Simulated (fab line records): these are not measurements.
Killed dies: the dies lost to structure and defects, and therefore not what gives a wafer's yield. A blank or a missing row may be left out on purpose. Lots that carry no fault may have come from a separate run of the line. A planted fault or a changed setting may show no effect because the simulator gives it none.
A struck lot beside a sound one -- flow nand-harc -- 15 out of 1159 route steps
Sound: the wafers L545.1, L545.2, L545.3. Struck: wafer L550.2 (left out: L550.3, L550.4 of the same lot, which were not struck); the cause appears at the end.
At each step with rows: each side's tool, then ch and its chambers, then its first start. Under that, the readings that differ: sound wafers -- struck wafers -- difference of the means -- sigmas: that difference in standard deviations of wafers without a fault.
alike: readings with means less than 2 such deviations apart, plus words and numbers identical on both sides. not compared: withheld readings, readings lacking a value on some wafer, bounds such as >300 that could conceal the same value, and numbers that have no deviation in the record and whose values overlap.
A row with sigmas, a row that says differs or no value, or rows on one side alone: a step with any of these is where the two part. Numbers that don't overlap but have no deviation are shown without sigmas and don't part them. A reading that every wafer of one side lacks parts them only if that side has two wafers or more.

first, 8 steps without rows for these wafers: NHARC_A_BLC_COAT_02 (time 75 s); NHARC_A_BLC_COAT_03 (time 65 s); NHARC_A_BLC_COAT_04 (resist thk 90 nm); NHARC_A_BLC_SOFTBAKE_05 (time 55 s); NHARC_A_BLC_EBR_06; NHARC_A_BLC_EXPOSE_07 (exposes mask A BLC, target cd 100 nm); NHARC_A_BLC_PEB_08 (peb time 65 s); NHARC_A_BLC_DEVELOP_09 (develop time 35 s).
NHARC_A_BLC_CD_MEAS_10: target cd 100 nm.
  sound on cd-sem-03 ch 0, day 17 12:38; struck on cd-sem-03 ch 0, day 19 02:49
  alike: cd-nm
NHARC_A_BLC_OVL_MEAS_11:
  sound on overlay-02, day 17 12:43; struck on overlay-01, day 19 02:55
  alike: overlay-x-nm, overlay-y-nm
NHARC_A_BLC_INSPECT_12:
  sound on defect-inspect-01, day 17 12:46; struck on defect-inspect-01, day 19 02:56
  alike: raw-defect-count
NHARC_A_BLC_DESCUM_15: chemistry O2, time 3 s.
  sound on rie-diel-12 ch 0,1,3, day 17 12:49; struck on rie-diel-02 ch 0, day 19 03:01
reading,sound,struck,difference,sigmas
rf-hours-counter-h (h),1 2 2,9,+7,
  alike: chamber-pressure-mTorr, drypump-motor-current-A, oes-product-au, rf-vpp-V, showerhead-plenum-p-Torr, throttle-valve-pct
NHARC_A_BLC_ETCH_16: etches the open film in CF4, target depth 39 nm, time 65 s.
  sound on rie-diel-12 ch 0,1,3, day 17 12:55; struck on rie-diel-02 ch 3, day 19 03:05
reading,sound,struck,difference,sigmas
rf-hours-counter-h (h),1 2 2,9,+7,
run-length-s (s),86.3 86.7 86.7,70.7,-15.9,-48
showerhead-plenum-p-Torr (Torr),1.66 1.72 1.67,1.84,+0.16,+2
  alike: cf4-flow-sccm, chamber-pressure-mTorr, drypump-motor-current-A, oes-product-au, rf-vpp-V, throttle-valve-pct
NHARC_A_BLC_ETCH_17: etches the open film in N2/H2, target depth 390 nm, time 609.38 s.
  sound: rie-diel-12 ch 0,1,3; struck: rie-diel-02 ch 1
reading,sound,struck,difference,sigmas
rf-hours-counter-h (h),1 2 2,11,+9,
throttle-valve-pct (%),14.177 14.183 14.189,14.165,-0.018,-2
  alike: chamber-pressure-mTorr, drypump-motor-current-A, oes-product-au, rf-vpp-V, run-length-s, showerhead-plenum-p-Torr
-- break in the record here, with 2 days between the starts of the struck wafers on either side (left off in module A_BLC, picked up again in module END, where the first step shown is number 1159 on the route) --
NHARC_END_SORT_01:
  only the struck wafers appear in the record here, on prober-02 ch 0 at day 21 07:28; the sound ones have no rows

== WHERE THEY PART ==
At NHARC_A_BLC_ETCH_16 first; at NHARC_END_SORT_01 last (within this record only).

WHY: whatever the simulator had introduced
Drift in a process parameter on rie-diel-02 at NHARC_A_BLC_ETCH_16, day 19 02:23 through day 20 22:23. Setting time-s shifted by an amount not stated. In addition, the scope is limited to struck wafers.
